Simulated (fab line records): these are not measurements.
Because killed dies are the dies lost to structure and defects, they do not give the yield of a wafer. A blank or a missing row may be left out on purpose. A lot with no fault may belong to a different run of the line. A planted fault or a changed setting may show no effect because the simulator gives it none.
fab line records | flow nandHarc
[record] lots = 24 wafers = 72 lastDay = 34
route steps=1302 shown P_CONTACT@249 P_M0@265 P_M1@312 P_BONDPAD@365
lots untouched by any fault: they come from a run of this same line in which no faults occurred
startH: hours from the record's first day to the start of the lot's first wafer shown | waitH: hours since the lot's step before | " repeats the value in the row above | L1.1+2: several wafers, shown together as one row | - no value, or no start was given | * or withheld: withheld | < > ~ a bound
route shown NAME@n: names a module that has steps shown in the file, with the first one's number in the route | usual: the fault-free wafers' mean and standard deviation | same: alike in all rows | chamber/n: place in a boat | sites: readings site by site | _std_site: the standard deviation of these | _edge_site: mean of outer sites minus mean of inner sites | radiusMm: for every site, how far away it sits from the centre of the wafer | mask NAME#n: copy n | behind: tool/chamber where the wafer was last shaped | hold: what put the lot on hold/how long, in hours/how the hold closed | device: which transistor (n, p or np) failed to switch | end of line: tests run on the same wafers once the route is complete | a step with no rows: only its recipe | killed: the dies lost at the first sort to structure and to defects; this is not the yield of the wafer | map: a wafer's dies, marking killed ones x, the rest . and places with no die _
set.NAME: the setting the step ran with; set.NAME@STEP: the setting that earlier step ran with | model.NAME: the simulator's own value behind a step, which no gauge read
steps of the route over a sample of lots; a table a step, a row a wafer
services: the hour from which a tool's chamber was out of use, counted from the record's first day as startH (under 0 if before that day), plus the number of hours and why
[[steps]]
[step NHARC_P_CONTACT_CMP_24]
[recipe] tOverpolishS = 30 targetThkNm = 200
[usual] motorCurrentA = 11.5/1.1 overpolishRunS = 30.000/0.0087 padLifeWafers = 192/120 timeToEndpointS = 41/3.1
// columns lot.wafer tool chamber startH waitH motorCurrentA overpolishRunS padLifeWafers timeToEndpointS
L074.2 cmp-03 3 123.36 0.5 13.2 30.007 228 40
L074.1 " 0 " " 10.5 29.998 229 41
L074.5 " 3 " " 12.9 29.998 - 38
L075.3 cmp-04 2 127.11 0.3 11.7 29.999 61 43
L075.1 " 3 " " 9.4 29.989 62 39
L075.4 " 0 " " 11.1 30.001 63 45
L076.2 cmp-02 0 139.91 0.7 10.1 30.000 9 40
L076.5 " 1 " " 12.3 29.994 - 46
L076.6 " 2 " " 11.6 30.009 - 44
L077.2 cmp-04 1 146.06 0.5 11.2 29.998 145 46
L077.4 " 2 " " 11.2 29.999 146 43
L077.1 " 3 " " 10.2 29.992 147 37
L078.3 cmp-03 0 159.58 0.4 10.6 30.001 373 39
L078.4 " 2 " " 11.1 30.015 375 41
L078.6 " 0 " " 10.7 30.002 - 39
L079.2 cmp-04 1 174.51 0.6 12.2 30.009 264 47
L079.1 " 0 " " 11.3 29.991 267 48
L079.6 " 1 " " 12.7 29.996 - 48
L080.1 cmp-04 2 175.48 0.5 11.1 30.013 271 45
L080.4 " 3 " " 10.1 29.999 272 41
L080.6 " 2 " " 11.2 29.994 - 43
L081.1 cmp-03 2 189.66 0.6 10.9 30.011 91 38
L081.4 " 0 " " 10.9 29.992 93 36
L081.6 " 2 " " 11.6 30.004 - 38
L082.2 cmp-04 2 198.02 0.6 11.7 30.010 372 42
L082.1 " 3 " " 9.9 30.008 373 39
L082.4 " 0 " " 11.3 30.008 374 43
L084.3 cmp-03 1 216.75 0.4 10.8 30.015 216 38
L084.2 " 3 " " 13.5 29.993 218 36
L084.4 " 0 " " 10.8 30.002 219 36
L083.4 cmp-03 1 217.80 0.3 11.1 30.006 223 42
L083.2 " 3 " " 13.2 30.012 225 35
L083.5 " 0 " " 10.7 29.994 - 36
L085.1 cmp-03 3 233.83 0.5 12.0 29.996 272 39
L085.5 " 1 " " 11.5 30.000 - 40
L085.6 " 2 " " 10.3 30.012 - 41
L086.4 cmp-03 1 236.65 0.3 10.6 30.006 288 38
L086.2 " 3 " " 13.0 29.992 290 36
L086.1 " 0 " " 10.3 29.991 291 43
L087.2 cmp-02 1 250.42 0.6 12.7 29.997 48 40
L087.4 " 2 " " 11.4 30.006 49 40
L087.6 " 2 " " 11.0 29.990 - 42
L088.3 cmp-03 0 266.77 0.4 10.9 30.020 6 38
L088.1 " 2 " " 11.0 30.010 8 41
L088.4 " 3 " " 13.7 29.999 9 38
L089.4 cmp-03 0 267.60 0.3 10.3 30.018 12 41
L089.3 " 3 " " 13.5 29.998 15 37
L089.5 " 1 " " 11.2 30.006 - 43
L090.1 cmp-02 1 278.63 0.5 13.0 30.001 157 40
L090.4 " 2 " " 11.1 29.997 158 39
L090.6 " 0 " " 10.5 29.998 - 38
L091.3 cmp-03 1 284.11 0.3 10.9 30.013 72 40
L091.5 " 1 " " 11.3 29.997 - 42
L091.6 " 2 " " 11.0 29.993 - 41
L092.1 cmp-02 1 300.49 0.6 12.3 30.007 231 44
L092.6 " 2 " " 11.1 29.996 - 40
L092.5 " 3 " " 13.9 30.003 - 41
L093.3 cmp-02 3 310.17 0.3 14.0 29.994 284 39
L093.2 " 0 " " 10.0 29.999 285 36
L093.6 " 2 " " 10.9 30.009 - 37
L094.2 cmp-03 0 319.60 0.6 10.6 30.013 198 40
L094.6 " 0 " " 10.2 29.993 - 39
L094.5 " 1 " " 11.2 30.002 - 42
L095.2 cmp-02 1 326.76 0.6 12.9 29.981 330 39
L095.3 " 0 " " 10.3 29.998 333 36
L095.6 " 1 " " 13.0 30.011 - 38
L096.1 cmp-04 3 340.45 0.6 10.5 30.028 115 33
L096.3 " 1 " " 11.8 29.990 117 42
L096.6 " 2 " " 11.0 29.996 - 41
L097.2 cmp-03 3 355.74 0.5 12.8 30.001 336 40
L097.5 " 3 " " 13.5 29.993 - 41
L097.6 " 0 " " 10.1 29.997 - 44
[step NHARC_P_M0_INSPECT_11]
[usual] rawDefectCount = 4.7/2.5
// columns lot.wafer tool chamber startH waitH rawDefectCount
L074.1 defectInspect-02 - 124.79 0.0 4
L074.2 " - " " 9
L074.5 " - " " 6
L075.1 defectInspect-02 - 128.39 0.0 3
L075.3 " - " " 5
L075.4 " - " " 3
L076.2 defectInspect-02 - 141.26 0.0 6
L076.5 " - " " 6
L076.6 " - " " 9
L077.1 defectInspect-01 - 147.33 0.0 6
L077.2 " - " " 4
L077.4 " - " " 4
L078.3 defectInspect-01 - 160.99 0.0 5
L078.4 " - " " 6
L078.6 " - " " 6
L079.1 defectInspect-01 - 175.94 0.0 5
L079.2 " - " " 3
L079.6 " - " " 5
L080.1 defectInspect-01 - 176.90 0.0 4
L080.4 " - " " 3
L080.6 " - " " 0
L081.1 defectInspect-01 - 190.94 0.0 1
L081.4 " - " " 6
L081.6 " - " " 6
L082.1 defectInspect-01 - 199.49 0.0 4
L082.2 " - " " 5
L082.4 " - " " 4
L084.2 defectInspect-01 - 218.18 0.0 7
L084.3 " - " " 4
L084.4 " - " " 3
L083.2 defectInspect-02 - 219.20 0.0 8
L083.4 " - " " 9
L083.5 " - " " 11
L085.1 defectInspect-01 - 235.21 0.0 4
L085.5 " - " " 2
L085.6 " - " " 5
L086.1 defectInspect-02 - 238.08 0.0 3
L086.2 " - " " 1
L086.4 " - " " 3
L087.2 defectInspect-01 - 251.85 0.0 2
L087.4 " - " " 7
L087.6 " - " " 0
L088.1 defectInspect-01 - 268.19 0.0 2
L088.3 " - " " 5
L088.4 " - " " 5
L089.3 defectInspect-01 - 269.17 0.0 2
L089.4 " - " " 5
L089.5 " - " " 3
L090.1 defectInspect-02 - 280.03 0.0 3
L090.4 " - " " 3
L090.6 " - " " 4
L091.3 defectInspect-02 - 285.55 0.0 3
L091.5 " - " " 2
L091.6 " - " " 8
L092.1 defectInspect-02 - 301.84 0.0 2
L092.5 " - " " 3
L092.6 " - " " 4
L093.2 defectInspect-02 - 311.54 0.0 13
L093.3 " - " " 10
L093.6 " - " " 8
L094.2 defectInspect-01 - 321.03 0.0 10
L094.5 " - " " 5
L094.6 " - " " 5
L095.2 defectInspect-02 - 328.33 0.0 9
L095.3 " - " " 7
L095.6 " - " " 5
L096.1 defectInspect-01 - 341.86 0.0 6
L096.3 " - " " 5
L096.6 " - " " 6
L097.2 defectInspect-02 - 357.72 0.0 6
L097.5 " - " " 5
L097.6 " - " " 8
[step NHARC_P_M0_ETCH_15]
[recipe] targetDepthA = 1500 overetchA = 150 timeS = 82.5 c4f8FlowSccm = withheld arFlowSccm = 400 rfW = 600 biasW = 300 chemistry = C4F8/Ar
[usual] oesProductAu = 0.951/0.022 rfVppV = 441.5/2.5
// columns lot.wafer tool chamber startH waitH oesProductAu rfHoursCounterH rfVppV
L074.1 rieDiel-06 0 - - 0.951 27 441.7
L074.2 " 2 " " 0.985 27 446.0
L074.5 " 1 " " 0.959 - 441.1
L075.3 rieDiel-06 0 - - 0.950 28 442.1
L075.4 " 1 " " 0.969 25 441.3
L075.1 " 2 " " 0.983 28 445.1
L076.2 rieDiel-06 3 - - 0.940 0 438.8
L076.5 " 3 " " 0.931 - 437.2
L076.6 " 0 " " 0.959 - 441.3
L077.2 rieDiel-06 3 - - 0.957 0 437.8
L077.4 " 1 " " 0.971 0 439.3
L077.1 " 2 " " 0.956 0 445.5
L078.3 rieDiel-01 2 - - 0.930 35 439.7
L078.4 " 1 " " 0.918 43 443.2
L078.6 " 2 " " 0.921 - 439.1
L079.2 rieDiel-06 2 - - 0.941 6 445.5
L079.1 " 1 " " 0.956 8 438.3
L079.6 " 3 " " 0.950 - 438.3
L080.1 rieDiel-06 3 - - 0.943 7 437.6
L080.4 " 1 " " 0.959 8 441.2
L080.6 " 3 " " 0.948 - 437.0
L081.4 rieDiel-01 3 - - 0.918 49 442.7
L081.1 " 0 " " 0.934 51 438.5
L081.6 " 2 " " 0.926 - 440.4
L082.4 rieDiel-06 0 - - 0.942 10 442.0
L082.1 " 1 " " 0.953 11 440.4
L082.2 " 2 " " 0.964 9 445.5
L084.3 rieDiel-01 3 - - 0.920 2 443.1
L084.2 " 0 " " 0.932 2 439.4
L084.4 " 2 " " 0.925 0 438.8
L083.2 rieDiel-06 0 - - 0.963 14 442.1
L083.4 " 3 " " 0.965 15 437.5
L083.5 " 1 " " 0.957 - 439.2
L085.1 rieDiel-13 3 - - 0.949 23 444.3
L085.6 " 1 " " 0.976 - 445.5
L085.5 " 2 " " 0.958 - 444.4
L086.2 rieDiel-13 1 - - 0.985 19 444.1
L086.1 " 2 " " 0.972 25 443.9
L086.4 " 3 " " 0.959 24 443.9
L087.2 rieDiel-01 1 - - 0.957 14 441.4
L087.6 " 2 " " 0.917 - 439.9
L087.4 " 3 " " 0.922 - 443.1
L088.3 rieDiel-06 1 - - 0.959 24 440.6
L088.4 " 2 " " 0.973 22 443.9
L088.1 " 3 " " 0.939 23 437.9
L089.4 rieDiel-06 0 - - 0.974 21 442.5
L089.3 " 3 " " 0.950 23 438.5
L089.5 " 1 " " 0.942 - 440.2
L090.4 rieDiel-06 1 - - 0.968 25 441.4
L090.1 " 0 " " 0.952 23 442.8
L090.6 " 2 " " 0.982 - 445.6
L091.3 rieDiel-13 1 - - 0.944 39 444.6
L091.6 " 1 " " 0.951 - 445.6
L091.5 " 2 " " 0.916 - 444.3
L092.1 rieDiel-01 3 - - 0.926 28 442.7
L092.6 " 0 " " 0.937 - 439.5
L092.5 " 1 " " 0.987 - 442.3
L093.2 rieDiel-01 2 - - 0.956 28 439.7
L093.3 " 0 " " 0.920 26 438.3
L093.6 " 2 " " 0.949 - 440.9
L094.2 rieDiel-06 1 - - 0.952 1 440.7
L094.6 " 2 " " 0.980 - 445.5
L094.5 " 3 " " 0.942 - 438.3
L095.2 rieDiel-06 0 - - 0.963 2 441.9
L095.3 " 3 " " 0.947 3 439.4
L095.6 " 1 " " 0.972 - 438.8
L096.1 rieDiel-06 0 - - 0.909 4 442.7
L096.3 " 1 " " 0.915 4 442.1
L096.6 " 0 " " 0.911 - 441.8
L097.2 rieDiel-13 1 - - 0.979 2 445.8
L097.6 " 3 " " 0.988 - 442.4
L097.5 " 0 " " 0.979 - 437.2
[step NHARC_P_M1_THK_MEAS_24]
[recipe] thkMeasGauge = xrf
[usual] thkNm = 157.6/1.6
// columns lot.wafer tool chamber startH waitH thkNm
L074.1 filmMetro-02 - 131.40 - 159.8
L074.2 " - " " 156.9
L074.5 " - " " 158.9
L075.1 filmMetro-01 - 135.00 - 155.8
L075.3 " - " " 158.6
L075.4 " - " " 156.5
L076.2 filmMetro-02 - 147.68 - 157.7
L076.5 " - " " 157.3
L076.6 " - " " 156.4
L077.1 filmMetro-02 - 153.88 - 156.5
L077.2 " - " " 158.0
L077.4 " - " " 159.0
L078.3 filmMetro-01 - 169.46 - 156.2
L078.4 " - " " 158.9
L078.6 " - " " 159.9
L079.1 filmMetro-01 - 182.52 - 156.5
L079.2 " - " " 155.8
L079.6 " - " " 155.1
L080.1 filmMetro-02 - 183.46 - 158.2
L080.4 " - " " 161.0
L080.6 " - " " 158.5
L081.1 filmMetro-02 - 197.64 - 156.0
L081.4 " - " " 153.4
L081.6 " - " " 157.1
L082.1 filmMetro-02 - 206.70 - 159.2
L082.2 " - " " 160.2
L082.4 " - " " 160.4
L084.2 filmMetro-01 - 224.85 - 155.8
L084.3 " - " " 155.3
L084.4 " - " " 156.9
L083.2 filmMetro-02 - 225.70 - 157.7
L083.4 " - " " 155.9
L083.5 " - " " 155.6
L085.1 filmMetro-02 - 241.70 - 155.5
L085.5 " - " " 157.2
L085.6 " - " " 157.4
L086.1 filmMetro-01 - 244.63 - 159.6
L086.2 " - " " 157.7
L086.4 " - " " 157.9
L087.2 filmMetro-02 - 258.78 - 156.8
L087.4 " - " " 158.6
L087.6 " - " " 156.5
L088.1 filmMetro-02 - 275.07 - 154.8
L088.3 " - " " 158.4
L088.4 " - " " 157.3
L089.3 filmMetro-02 - 275.70 - 158.2
L089.4 " - " " 160.1
L089.5 " - " " 157.1
L090.1 filmMetro-01 - 286.62 - 156.8
L090.4 " - " " 158.4
L090.6 " - " " 156.7
L091.3 filmMetro-01 - 292.12 - 155.7
L091.5 " - " " 157.4
L091.6 " - " " 157.2
L092.1 filmMetro-02 - 308.55 - 158.0
L092.5 " - " " 156.6
L092.6 " - " " 158.2
L093.2 filmMetro-01 - 318.23 - 157.5
L093.3 " - " " 156.7
L093.6 " - " " 156.9
L094.2 filmMetro-01 - 328.31 - 159.7
L094.5 " - " " 156.7
L094.6 " - " " 158.4
L095.2 filmMetro-02 - 334.90 - 155.4
L095.3 " - " " 159.2
L095.6 " - " " 157.8
L096.1 filmMetro-02 - 348.91 - 157.6
L096.3 " - " " 158.6
L096.6 " - " " 157.1
L097.2 filmMetro-02 - 364.11 - 158.0
L097.5 " - " " 154.0
L097.6 " - " " 157.6
[step NHARC_P_BONDPAD_OVL_MEAS_38]
[usual] overlayXNm = 0/5.9 overlayYNm = -1/4.9
// columns lot.wafer tool chamber startH waitH overlayXNm overlayYNm
L074.1 overlay-02 - 137.69 - 4 -8
L074.2 " - " " 5 -8
L074.5 " - " " 4 -8
L075.1 overlay-01 - 141.16 - -1 0
L075.3 " - " " -1 0
L075.4 " - " " 0 1
L076.2 overlay-02 - 153.95 - 0 2
L076.5 " - " " 0 2
L076.6 " - " " 0 2
L077.1 overlay-02 - 160.11 - 6 -11
L077.2 " - " " 6 -11
L077.4 " - " " 6 -11
L078.3 overlay-01 - 175.49 - -3 -3
L078.4 " - " " -3 -3
L078.6 " - " " -3 -3
L079.1 overlay-01 - 188.67 - -4 -1
L079.2 " - " " -4 -1
L079.6 " - " " -4 -1
L080.1 overlay-01 - 189.52 - -5 -10
L080.4 " - " " -5 -10
L080.6 " - " " -6 -10
L081.1 overlay-01 - 203.57 - 9 -3
L081.4 " - " " 9 -3
L081.6 " - " " 9 -3
L082.1 overlay-01 - 212.90 - -4 5
L082.2 " - " " -3 4
L082.4 " - " " -3 5
L084.2 overlay-02 - 231.84 - 2 5
L084.3 " - " " 1 5
L084.4 " - " " 1 5
L083.2 overlay-01 - 232.00 - -11 5
L083.4 " - " " -11 5
L083.5 " - " " -11 5
L085.1 overlay-01 - 248.02 - -7 3
L085.5 " - " " -7 2
L085.6 " - " " -7 2
L086.1 overlay-02 - 250.84 - 10 6
L086.2 " - " " 10 6
L086.4 " - " " 10 6
L087.2 overlay-02 - 265.13 - 0 2
L087.4 " - " " 0 1
L087.6 " - " " 0 1
L088.1 overlay-01 - 281.74 - -11 -3
L088.3 " - " " -11 -4
L088.4 " - " " -10 -3
L089.3 overlay-02 - 282.01 - 4 -6
L089.4 " - " " 4 -6
L089.5 " - " " 4 -6
L090.1 overlay-02 - 292.75 - 5 -9
L090.4 " - " " 6 -9
L090.6 " - " " 6 -9
L091.3 overlay-01 - 298.54 - -2 -2
L091.5 " - " " -3 -3
L091.6 " - " " -3 -2
L092.1 overlay-02 - 314.93 - 3 0
L092.5 " - " " 4 0
L092.6 " - " " 3 0
L093.2 overlay-02 - 324.81 - -11 0
L093.3 " - " " -10 1
L093.6 " - " " -10 0
L094.2 overlay-02 - 334.54 - 4 0
L094.5 " - " " 4 0
L094.6 " - " " 3 1
L095.2 overlay-01 - 341.30 - 5 2
L095.3 " - " " 4 2
L095.6 " - " " 5 2
L096.1 overlay-01 - 356.08 - 3 2
L096.3 " - " " 2 2
L096.6 " - " " 3 2
L097.2 overlay-01 - 371.35 - 7 4
L097.5 " - " " 6 3
L097.6 " - " " 7 4
[step NHARC_P_BONDPAD_CMP_19]
[recipe] tOverpolishS = 30 cuRecessTouchS = 16 targetThkNm = 160.81
[usual] motorCurrentA = 11.4/1.1 overpolishRunS = 30.000/0.0087 padLifeWafers = 194/110
// columns lot.wafer tool chamber startH waitH motorCurrentA overpolishRunS padLifeWafers
L074.2 cmp-03 1 139.88 - 11.1 30.000 294
L074.1 " 3 " " 13.2 30.001 296
L074.5 " 2 " " 11.2 29.993 -
L075.1 cmp-02 3 143.62 - 14.6 30.010 24
L075.3 " 1 " " 13.1 30.007 26
L075.4 " 2 " " 11.2 30.002 27
L076.2 cmp-02 1 156.17 - 12.8 30.003 55
L076.5 " 0 " " 10.3 30.004 -
L076.6 " 1 " " 12.6 30.000 -
L077.1 cmp-02 0 162.31 - 10.0 29.993 78
L077.2 " 1 " " 12.4 30.002 79
L077.4 " 3 " " 14.4 30.007 81
L078.3 cmp-04 3 177.69 - 10.0 30.021 282
L078.4 " 2 " " 11.9 29.999 285
L078.6 " 3 " " 9.8 30.003 -
L079.1 cmp-04 3 190.81 - 10.3 29.998 336
L079.2 " 0 " " 10.9 29.988 337
L079.6 " 0 " " 11.1 29.995 -
L080.4 cmp-02 1 192.05 - 12.3 29.996 192
L080.1 " 0 " " 10.4 30.010 195
L080.6 " 1 " " 12.9 29.994 -
L081.4 cmp-03 3 206.69 - 12.6 29.998 168
L081.1 " 0 " " 10.1 29.983 169
L081.6 " 3 " " 12.9 29.997 -
L082.2 cmp-04 0 215.05 - 11.0 29.999 0
L082.4 " 2 " " 11.1 29.989 2
L082.1 " 3 " " 9.8 29.994 3
L084.4 cmp-04 3 234.01 - 10.6 30.010 102
L084.3 " 1 " " 11.8 30.011 104
L084.2 " 2 " " 11.1 29.998 105
L083.4 cmp-04 3 234.27 - 10.1 30.012 109
L083.2 " 1 " " 12.5 29.994 111
L083.5 " 3 " " 10.3 30.011 -
L085.1 cmp-03 2 250.83 - 10.7 29.999 338
L085.5 " 0 " " 10.3 29.994 -
L085.6 " 1 " " 11.4 29.996 -
L086.2 cmp-03 0 252.98 - 10.5 30.016 342
L086.1 " 1 " " 11.4 29.994 343
L086.4 " 3 " " 12.3 29.998 345
L087.2 cmp-04 2 267.35 - 11.1 30.005 259
L087.4 " 3 " " 10.2 29.982 260
L087.6 " 1 " " 12.5 30.005 -
L088.1 cmp-04 2 283.90 - 11.4 29.998 318
L088.4 " 0 " " 11.2 30.002 320
L088.3 " 1 " " 11.9 29.998 321
L089.4 cmp-02 2 284.21 - 11.7 30.015 192
L089.3 " 3 " " 14.6 29.997 193
L089.5 " 3 " " 15.2 29.999 -
L090.1 cmp-04 1 294.90 - 12.0 29.996 360
L090.4 " 3 " " 10.1 30.001 362
L090.6 " 2 " " 11.4 30.006 -
L091.3 cmp-03 0 300.78 - 10.1 29.983 134
L091.6 " 2 " " 11.0 30.008 -
L091.5 " 3 " " 12.8 29.992 -
L092.1 cmp-03 1 317.13 - 11.3 30.015 188
L092.5 " 3 " " 13.0 29.982 -
L092.6 " 0 " " 11.0 30.000 -
L093.2 cmp-03 3 326.96 - 12.3 29.978 222
L093.3 " 2 " " 11.0 30.015 225
L093.6 " 3 " " 12.7 29.984 -
L094.2 cmp-03 0 336.75 - 11.1 30.000 260
L094.5 " 2 " " 11.1 30.010 -
L094.6 " 3 " " 12.6 30.004 -
L095.2 cmp-04 3 343.63 - 9.6 30.009 127
L095.3 " 1 " " 12.1 29.999 129
L095.6 " 3 " " 9.9 30.002 -
L096.1 cmp-04 1 358.38 - 11.8 29.999 194
L096.3 " 2 " " 11.0 29.992 195
L096.6 " 0 " " 11.2 29.997 -
L097.2 cmp-03 2 374.05 - 11.5 29.999 55
L097.5 " 1 " " 11.4 29.983 -
L097.6 " 2 " " 10.8 29.996 -
[[services]]
// columns tool chamber startH hours kind
cmp-04 - 111.00 4.0 pm
cmp-02 - 129.20 0.6 repair
rieDiel-06 - 130.20 9.0 pm
cmp-02 - 134.55 4.0 pm
cmp-02 - 143.89 4.2 repair
rieDiel-06 2 157.15 7.4 repair
cmp-03 - 162.00 4.0 pm
rieDiel-01 3 186.41 2.4 repair
cmp-02 - 200.60 12.3 repair
rieDiel-01 - 203.90 9.0 pm
cmp-04 - 209.00 4.0 pm
cmp-03 - 230.18 1.7 repair
cmp-02 - 232.70 4.0 pm
cmp-03 - 241.71 1.2 repair
rieDiel-06 0 251.14 10.7 repair
cmp-03 - 260.00 4.0 pm
cmp-03 - 306.77 0.3 repair
cmp-04 - 307.00 4.0 pm
rieDiel-06 - 307.20 9.0 pm
cmp-02 - 314.10 0.7 repair
cmp-02 - 330.70 4.0 pm
rieDiel-06 - 353.74 0.5 repair
cmp-03 - 358.00 4.0 pm
cmp-02 - 364.48 3.8 repair
[[key]]
fault none
